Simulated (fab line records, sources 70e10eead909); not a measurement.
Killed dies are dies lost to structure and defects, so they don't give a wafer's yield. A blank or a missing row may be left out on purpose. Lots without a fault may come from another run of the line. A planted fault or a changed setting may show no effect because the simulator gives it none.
fab line records | flow nand_harc | part 2 of 2: steps 15 to 15 of 15
record lots=7 wafers=21 last_day=23
route steps=1159 shown A_CHANNEL_HOLE_D1@467 END@1159
lots that met no fault: from a run of the same line without faults
start_h: hours from the record's first day to the start of the lot's first wafer shown | wait_h: hours since the lot's step before | " the same as in the row above | L1.1+2: a row that stands for several wafers | - no value, or no start given | * or withheld: withheld | < > ~ a bound
route shown NAME@n: a module of which the file shows steps, and the number in the route of the first | usual: mean/standard deviation of fault-free wafers | same: alike in all rows | chamber/n: place in a boat | sites: the reading at each site | _std_site: their standard deviation | _edge_site: outer sites' mean less inner sites' | radius_mm: how far each site lies from the wafer's centre | mask NAME#n: copy n | behind: the tool/chamber that last shaped the wafer | hold: why the lot was held/for how many hours/how that ended | device: the transistor (n, p or np) that didn't switch | end of line: the same wafers' tests at the end of the route | a step without rows: its recipe alone | killed: dies lost to structure and defects at the first sort, not the wafer's yield | map: a wafer's dies, x killed, . not, _ none there
set.NAME: the setting as run; set.NAME@STEP: as run at that earlier step | model.NAME: the simulator's own value behind a step, which no gauge read
lots at some steps of the route; a table a step, a row a wafer
services: from which hour (start_h, from the record's first day; less than 0 if before it) a tool's chamber was out of use, for how many hours, and why
## steps
# step NHARC_END_SORT_01
# recipe temp_c=25
# usual killed_at_array=28/11 killed_at_other=0.8/1.3 killed_at_periphery=3.6/2.5 killed_dies=32/11 killed_open=3.0/1.8 killed_short=2.0/1.5
# same gross_dies=677
# columns lot.wafer tool chamber start_h wait_h killed_at_array killed_at_other killed_at_periphery killed_dies killed_open killed_short
L980.3 prober-01 0 486.83 3.1 41 3 4 48 5 1
L980.4 prober-01 0 487.63 3.4 26 2 5 33 3 3
L980.5 prober-01 0 488.43 3.7 38 2 5 45 3 6
L988.1 prober-02 0 524.24 2.5 676 0 1 677 5 1
L988.3 prober-02 0 525.83 3.1 674 0 3 677 3 1
L988.4 prober-02 0 526.62 3.4 675 0 2 677 3 3
L991.2 prober-02 0 532.76 2.8 39 1 3 43 4 1
L991.4 prober-02 0 534.36 3.4 52 1 3 56 1 1
L991.6 prober-02 0 535.95 4.0 39 1 4 44 3 0
L990.3 prober-01 0 532.80 3.1 675 0 2 677 3 1
L990.6 prober-01 0 535.23 4.0 676 0 1 677 2 3
L989.3 prober-01 0 541.66 3.1 675 0 2 677 1 0
L989.6 prober-01 0 544.06 4.0 675 0 2 677 0 1
L994.2 prober-01 0 548.67 2.8 28 0 1 29 5 3
L994.4 prober-01 0 550.27 3.4 41 2 3 46 5 4
L994.6 prober-01 0 551.87 4.0 37 0 3 40 3 2
L997.4 prober-02 0 558.61 3.4 32 0 0 32 4 1
L997.5 prober-02 0 559.41 3.7 27 0 1 28 2 0
L997.6 prober-02 0 560.21 4.0 30 0 1 31 3 3
# killed by level:class
L980.3 A_CHANNEL_HOLE_D1:chamber_film_flake=19 A_SLIT:chamber_film_flake=14 A_CONTACT:chamber_film_flake=3 A_CONTACT:geometric_particle:open=2 P_GATE:chamber_film_flake=2 THIN_TSV:chamber_film_flake=2 P_CONTACT:geometric_particle:open=1 A_WL_FILL:geometric_particle:open=1
L980.4 A_CHANNEL_HOLE_D1:chamber_film_flake=15 A_SLIT:chamber_film_flake=6 P_GATE:chamber_film_flake=3 P_M0:geometric_particle:short=1 P_M0:geometric_particle:open=1 A_SGD_CUT:geometric_particle:short=1 A_WL_FILL:geometric_particle:short=1 A_CONTACT:geometric_particle:open=1
L980.5 A_CHANNEL_HOLE_D1:chamber_film_flake=25 A_SLIT:chamber_film_flake=4 P_ZERO_WELL:chamber_film_flake=2 THIN_TSV:chamber_film_flake=2 P_GATE:geometric_particle:open=1 P_M1:geometric_particle:short=1 A_CHANNEL_FILL_D1:geometric_particle:short=1 A_STAIRCASE:geometric_particle:short=1
L988.1 A_CHANNEL_HOLE_D1:area_etch=665 A_M0:geometric_particle:open=2 A_STAIRCASE:chamber_film_flake=2 A_CONTACT:chamber_film_flake=2 P_CONTACT:geometric_particle:open=1 A_ONON_D1:geometric_particle:open=1 A_ONON_D1:geometric_particle:short=1 A_CONTACT:geometric_particle:open=1
L988.3 A_CHANNEL_HOLE_D1:area_etch=662 A_CONTACT:chamber_film_flake=5 P_STI:chamber_film_flake=2 A_STAIRCASE:chamber_film_flake=2 A_CHANNEL_HOLE_D1:geometric_particle:short=1 A_WL_FILL:geometric_particle:open=1 A_CONTACT:geometric_particle:open=1 A_M0:geometric_particle:open=1
L988.4 A_CHANNEL_HOLE_D1:area_etch=663 A_CONTACT:chamber_film_flake=6 P_ZERO_WELL:geometric_particle:short=1 A_ONON_D1:geometric_particle:open=1 A_CHANNEL_FILL_D1:geometric_particle:open=1 A_SGD_CUT:geometric_particle:short=1 A_M0:geometric_particle:short=1 A_M1:geometric_particle:open=1
L991.2 A_SLIT:chamber_film_flake=17 A_CHANNEL_HOLE_D1:chamber_film_flake=14 A_STAIRCASE:chamber_film_flake=4 P_M2:chamber_film_flake=2 P_M0:geometric_particle:open=1 A_ONON_D1:geometric_particle:open=1 A_CHANNEL_FILL_D1:geometric_particle:open=1 A_CONTACT:geometric_particle:short=1
L990.3 A_CHANNEL_HOLE_D1:area_etch=663 A_STAIRCASE:chamber_film_flake=5 A_M1:chamber_film_flake=2 P_M0:geometric_particle:short=1 P_M2:geometric_particle:open=1 A_SOURCE_PLATE:geometric_particle:open=1 A_CONTACT:geometric_particle:open=1 A_CHANNEL_FILL_D1:chamber_film_flake=1
L991.4 A_CHANNEL_HOLE_D1:chamber_film_flake=26 A_SLIT:chamber_film_flake=16 A_CONTACT:chamber_film_flake=5 A_STAIRCASE:chamber_film_flake=4 P_M2:chamber_film_flake=2 P_M1:geometric_particle:open=1 A_M0:geometric_particle:short=1 THIN_TSV:chamber_film_flake=1
L990.6 A_CHANNEL_HOLE_D1:area_etch=659 A_STAIRCASE:chamber_film_flake=6 A_M1:chamber_film_flake=3 A_SOURCE_PLATE:geometric_particle:short=1 A_ONON_D1:geometric_particle:short=1 A_CHANNEL_FILL_D1:geometric_particle:open=1 A_CONTACT:geometric_particle:open=1 A_CONTACT:geometric_particle:short=1
L991.6 A_SLIT:chamber_film_flake=19 A_CHANNEL_HOLE_D1:chamber_film_flake=12 A_CONTACT:chamber_film_flake=5 P_M2:chamber_film_flake=3 P_GATE:geometric_particle:open=1 A_CONTACT:geometric_particle:open=1 A_M1:geometric_particle:open=1 A_STAIRCASE:chamber_film_flake=1
L989.3 A_CHANNEL_HOLE_D1:area_etch=651 A_SLIT:chamber_film_flake=16 A_STAIRCASE:chamber_film_flake=4 A_CONTACT:chamber_film_flake=3 P_ZERO_WELL:geometric_particle:open=1 P_M1:chamber_film_flake=1 A_WL_FILL:chamber_film_flake=1
L989.6 A_CHANNEL_HOLE_D1:area_etch=649 A_SLIT:chamber_film_flake=24 A_STAIRCASE:chamber_film_flake=2 P_M2:geometric_particle:short=1 P_M1:chamber_film_flake=1
L994.2 A_SLIT:chamber_film_flake=14 A_STAIRCASE:chamber_film_flake=3 A_WL_FILL:geometric_particle:short=2 A_CHANNEL_HOLE_D1:chamber_film_flake=2 P_M0:geometric_particle:open=1 A_ONON_D1:geometric_particle:short=1 A_CHANNEL_HOLE_D1:geometric_particle:open=1 A_WL_FILL:geometric_particle:open=1
L994.4 A_SLIT:chamber_film_flake=19 A_CHANNEL_HOLE_D1:chamber_film_flake=8 A_STAIRCASE:chamber_film_flake=4 THIN_TSV:chamber_film_flake=2 A_ZERO_WELL:chamber_film_flake=2 P_GATE:geometric_particle:short=1 P_CONTACT:geometric_particle:open=1 A_CHANNEL_HOLE_D1:geometric_particle:short=1
L994.6 A_SLIT:chamber_film_flake=18 A_CHANNEL_HOLE_D1:chamber_film_flake=7 A_STAIRCASE:chamber_film_flake=3 P_GATE:chamber_film_flake=2 A_CHANNEL_FILL_D1:chamber_film_flake=2 A_CONTACT:chamber_film_flake=2 P_M1:geometric_particle:short=1 A_ONON_D1:geometric_particle:open=1
L997.4 A_CHANNEL_HOLE_D1:chamber_film_flake=22 A_CONTACT:chamber_film_flake=3 A_SOURCE_PLATE:geometric_particle:open=1 A_ONON_D1:geometric_particle:open=1 A_WL_FILL:geometric_particle:short=1 A_CONTACT:geometric_particle:open=1 A_M0:geometric_particle:open=1 A_STAIRCASE:chamber_film_flake=1
L997.5 A_CHANNEL_HOLE_D1:chamber_film_flake=21 A_STAIRCASE:chamber_film_flake=3 A_CONTACT:chamber_film_flake=2 P_GATE:geometric_particle:open=1 A_ONON_D1:geometric_particle:open=1
L997.6 A_CHANNEL_HOLE_D1:chamber_film_flake=13 A_STAIRCASE:chamber_film_flake=9 A_CONTACT:chamber_film_flake=3 A_CHANNEL_FILL_D1:geometric_particle:open=2 P_STI:geometric_particle:short=1 A_CHANNEL_FILL_D1:geometric_particle:short=1 A_SGD_CUT:geometric_particle:short=1 A_CONTACT:geometric_particle:open=1
# map L988.1 (x killed, . not)
____________x____________
_________xxxxxxx_________
_______xxxxxxxxxxx_______
______xxxxxxxxxxxxx______
_____xxxxxxxxxxxxxxx_____
____xxxxxxxxxxxxxxxxx____
____xxxxxxxxxxxxxxxxx____
___xxxxxxxxxxxxxxxxxxx___
___xxxxxxxxxxxxxxxxxxx___
__xxxxxxxxxxxxxxxxxxxxx__
__xxxxxxxxxxxxxxxxxxxxx__
_xxxxxxxxxxxxxxxxxxxxxxx_
_xxxxxxxxxxxxxxxxxxxxxxx_
_xxxxxxxxxxxxxxxxxxxxxxx_
_xxxxxxxxxxxxxxxxxxxxxxx_
_xxxxxxxxxxxxxxxxxxxxxxx_
xxxxxxxxxxxxxxxxxxxxxxxxx
xxxxxxxxxxxxxxxxxxxxxxxxx
xxxxxxxxxxxxxxxxxxxxxxxxx
xxxxxxxxxxxxxxxxxxxxxxxxx
xxxxxxxxxxxxxxxxxxxxxxxxx
_xxxxxxxxxxxxxxxxxxxxxxx_
_xxxxxxxxxxxxxxxxxxxxxxx_
_xxxxxxxxxxxxxxxxxxxxxxx_
_xxxxxxxxxxxxxxxxxxxxxxx_
_xxxxxxxxxxxxxxxxxxxxxxx_
__xxxxxxxxxxxxxxxxxxxxx__
__xxxxxxxxxxxxxxxxxxxxx__
___xxxxxxxxxxxxxxxxxxx___
___xxxxxxxxxxxxxxxxxxx___
____xxxxxxxxxxxxxxxxx____
____xxxxxxxxxxxxxxxxx____
_____xxxxxxxxxxxxxxx_____
______xxxxxxxxxxxxx______
_______xxxxxxxxxxx_______
_________xxxxxxx_________
____________x____________
# map L989.3 (x killed, . not)
____________x____________
_________xxxxxxx_________
_______xxxxxxxxxxx_______
______xxxxxxxxxxxxx______
_____xxxxxxxxxxxxxxx_____
____xxxxxxxxxxxxxxxxx____
____xxxxxxxxxxxxxxxxx____
___xxxxxxxxxxxxxxxxxxx___
___xxxxxxxxxxxxxxxxxxx___
__xxxxxxxxxxxxxxxxxxxxx__
__xxxxxxxxxxxxxxxxxxxxx__
_xxxxxxxxxxxxxxxxxxxxxxx_
_xxxxxxxxxxxxxxxxxxxxxxx_
_xxxxxxxxxxxxxxxxxxxxxxx_
_xxxxxxxxxxxxxxxxxxxxxxx_
_xxxxxxxxxxxxxxxxxxxxxxx_
xxxxxxxxxxxxxxxxxxxxxxxxx
xxxxxxxxxxxxxxxxxxxxxxxxx
xxxxxxxxxxxxxxxxxxxxxxxxx
xxxxxxxxxxxxxxxxxxxxxxxxx
xxxxxxxxxxxxxxxxxxxxxxxxx
_xxxxxxxxxxxxxxxxxxxxxxx_
_xxxxxxxxxxxxxxxxxxxxxxx_
_xxxxxxxxxxxxxxxxxxxxxxx_
_xxxxxxxxxxxxxxxxxxxxxxx_
_xxxxxxxxxxxxxxxxxxxxxxx_
__xxxxxxxxxxxxxxxxxxxxx__
__xxxxxxxxxxxxxxxxxxxxx__
___xxxxxxxxxxxxxxxxxxx___
___xxxxxxxxxxxxxxxxxxx___
____xxxxxxxxxxxxxxxxx____
____xxxxxxxxxxxxxxxxx____
_____xxxxxxxxxxxxxxx_____
______xxxxxxxxxxxxx______
_______xxxxxxxxxxx_______
_________xxxxxxx_________
____________x____________
## services
# columns tool chamber start_h hours kind
rie_diel-04 0 194.78 - clean
rie_diel-04 1 194.78 - clean
rie_diel-04 2 194.78 - clean
rie_diel-04 3 194.78 - clean
rie_diel-12 - 202.40 9.0 pm
rie_diel-04 0 219.28 - clean
rie_diel-04 1 219.28 - clean
rie_diel-04 2 219.28 - clean
rie_diel-04 3 219.28 - clean
rie_diel-12 0 231.48 9.0 repair
har_etch-02 - 237.66 0.1 repair
rie_diel-12 3 240.93 16.4 repair
rie_diel-12 1 242.28 2.0 repair
rie_diel-04 0 243.78 - clean
rie_diel-04 1 243.78 - clean
rie_diel-04 2 243.78 - clean
rie_diel-04 3 243.78 - clean
rie_diel-12 2 256.09 2.7 repair
rie_diel-12 0 262.43 15.7 repair
rie_diel-04 0 268.28 - clean
rie_diel-04 0 285.42 17.4 repair
rie_diel-04 3 287.17 7.0 repair
rie_diel-04 - 289.25 9.0 pm
rie_diel-12 2 294.41 2.8 repair
## key
first_sign step=NHARC_A_CHANNEL_HOLE_D1_ETCH_33 reading=tool_record direction=missing
effect step=NHARC_END_SORT_01 reading=killed_at_array direction=up sigmas=62 usual=28 struck=675
more_kills_born_at NHARC_A_CHANNEL_HOLE_D1_ETCH_33@har_etch-01=3227 NHARC_A_CHANNEL_HOLE_D1_ETCH_33@har_etch-02=1291
met_at NHARC_A_CHANNEL_HOLE_D1_ETCH_33
struck_wafers L988.1,L988.3,L988.4,L989.2,L989.3,L989.6,L990.3,L990.5,L990.6
rows_end L989.2,L990.5
later_rows_left_out L988.1,L988.3,L988.4,L989.3,L989.6,L990.3,L990.6
tester_left_out L988,L989,L990
onset_between 212.37 271.46
fault kind=skipped_step_whole tool=har_etch-01,har_etch-02 chamber=- onset_h=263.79 steps=NHARC_A_CHANNEL_HOLE_D1_ETCH_33 scope=struck_lots_only
# tester_left_out: of these lots the tester's yield and bins aren't shown, on N5 and GAA mostly nor the transistor test; their killed dies are dies lost to structure and defects alone, not to doping, threshold or leakage, so they don't give the yield
# later_rows_left_out: the simulator's readings of these wafers behind a module that went badly wrong aren't trusted and aren't shown, but for the sort
# rows_end: these wafers met a further fault down the route, and their rows from its step on are left out
